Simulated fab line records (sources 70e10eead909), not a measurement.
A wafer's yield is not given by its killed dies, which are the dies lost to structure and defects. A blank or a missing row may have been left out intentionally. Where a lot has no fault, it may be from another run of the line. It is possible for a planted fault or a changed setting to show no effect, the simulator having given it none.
Chamber matching -- flow nand harc -- pecvd-03 running NHARC_A_CONTACT_DEP_58: 3 sister chambers
The step deposits SiON, target thk 90 nm. 18 wafers are shown with their chamber, then 9 later ones without.

== WAFERS, EACH WITH ITS CHAMBER ==
wafer,chamber,heater power w (W)
L075.1,2,847
L075.5,0,665
L075.6,1,734
L079.1,2,789
L079.2,0,697
L079.6,2,775
L086.2,0,634
L086.4,2,807
L086.6,0,654
L084.1,0,690
L084.2,2,842
L084.6,2,832
L085.1,1,743
L085.4,2,686
L085.6,1,747
L083.2,1,791
L083.3,2,723
L083.4,0,749

SIGNATURES, as means of the wafers listed above
reading,chamber 0,chamber 1,chamber 2,scatter within a chamber
heater power w,681.50,753.75,787.62,47.3
Rule: for a wafer and a chamber, the distance is found by dividing, reading by reading, the gap between the wafer's reading and the chamber's mean by the reading's scatter, squaring, summing and taking the root. The wafer belongs to the nearest chamber; if the next one is less than 2 further off, it can't be placed. The scatter is the square root of a quotient: the sum, over the shown wafers, of each reading's squared deviation from its chamber's mean, divided by wafers minus chambers.

== WAFERS WITH NO CHAMBER GIVEN ==
wafer,heater power w (W)
L087.1,653
L087.2,786
L087.3,705
L091.1,793
L091.4,729
L091.5,800
L095.1,782
L095.4,763
L095.6,772

== EACH ONE'S CHAMBER ==
wafer,from the rows above,in truth
L087.1,can't be placed: 0 or 1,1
L087.2,can't be placed: 2 or 1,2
L087.3,can't be placed: 0 or 1 or 2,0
L091.1,can't be placed: 2 or 1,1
L091.4,can't be placed: 1 or 0 or 2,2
L091.5,can't be placed: 2 or 1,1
L095.1,can't be placed: 2 or 1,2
L095.4,can't be placed: 1 or 2 or 0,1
L095.6,can't be placed: 2 or 1 or 0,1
0 of 9 placed correctly. Not placeable from these rows: 9 (in 9, the candidates include the true chamber). Wrongly placed: 0.
